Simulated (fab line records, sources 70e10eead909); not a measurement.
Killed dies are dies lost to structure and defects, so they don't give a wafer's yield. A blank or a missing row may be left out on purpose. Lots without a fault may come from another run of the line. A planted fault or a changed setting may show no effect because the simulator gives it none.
Chamber matching | flow nand_harc | NHARC_P_M0_STRIP_18 on rie_diel-09: 4 sister chambers
The step strips in N2/H2. 16 wafers are shown with their chamber, then 8 later ones without.

WAFERS WITH THEIR CHAMBER
wafer  | chamber | showerhead_plenum_p_Torr (Torr) | drypump_motor_current_A (A) | rf_vpp_V (V)
L750.3 | 1       | 2.01                            | 6.5                         | 90.3
L750.4 | 3       | 2.13                            | 5.4                         | 92.3
L750.5 | 0       | 2.14                            | 6.4                         | 91.2
L753.2 | 2       | 2.02                            | 5.1                         | 91.6
L753.4 | 1       | 2.01                            | 6.5                         | 89.9
L753.6 | 3       | 2.13                            | 5.5                         | 90.9
L755.1 | 3       | 2.13                            | 5.4                         | 92.3
L755.4 | 2       | 2.02                            | 5.1                         | 90.7
L755.5 | 1       | 2.01                            | 6.6                         | 90.9
L758.1 | 2       | 2.02                            | 5.1                         | 91.7
L758.4 | 3       | 2.13                            | 5.4                         | 92.2
L758.6 | 1       | 2.00                            | 6.6                         | 90.1
L759.1 | 0       | 2.13                            | 6.3                         | 91.7
L759.5 | 1       | 2.00                            | 6.5                         | 90.3
L759.6 | 0       | 2.13                            | 6.3                         | 92.4
L760.1 | 0       | 2.13                            | 6.4                         | 92.2

SIGNATURES (means of the wafers above)
reading                  | chamber 0 | chamber 1 | chamber 2 | chamber 3 | scatter within a chamber
showerhead_plenum_p_Torr | 2.1325    | 2.0060    | 2.0200    | 2.1300    | 0.00403
drypump_motor_current_A  | 6.350     | 6.540     | 5.100     | 5.425     | 0.0496
rf_vpp_V                 | 91.875    | 90.300    | 91.333    | 91.925    | 0.536
Rule: a wafer's distance from a chamber is the root of the sum, over the readings, of the square of ((its reading less the chamber's mean) divided by the reading's scatter). The wafer belongs to the nearest chamber; if the next one is less than 2 further off, it can't be placed. The scatter: the root of (the sum of the squares of (reading less its chamber's mean) over the shown wafers, divided by (wafers less chambers)).

WAFERS WITHOUT THEIR CHAMBER
wafer  | showerhead_plenum_p_Torr (Torr) | drypump_motor_current_A (A) | rf_vpp_V (V)
L760.3 | 2.02                            | 5.1                         | 90.9
L760.5 | 2.13                            | 6.4                         | 92.1
L765.1 | 2.13                            | 5.5                         | 92.1
L765.2 | 2.01                            | 5.1                         | 89.7
L765.6 | 2.01                            | 5.1                         | 90.4
L772.1 | 2.00                            | 6.6                         | 91.0
L772.2 | 2.12                            | 5.5                         | 91.9
L772.5 | 2.00                            | 6.5                         | 90.9

WHICH CHAMBER EACH WENT THROUGH
wafer  | from the rows above | in truth
L760.3 | 2                   | 2
L760.5 | 0                   | 0
L765.1 | 3                   | 3
L765.2 | 2                   | 2
L765.6 | 2                   | 2
L772.1 | 1                   | 1
L772.2 | 3                   | 3
L772.5 | 1                   | 1
Placed correctly: 8 of 8. Can't be placed from these rows: 0. Placed wrongly: 0.
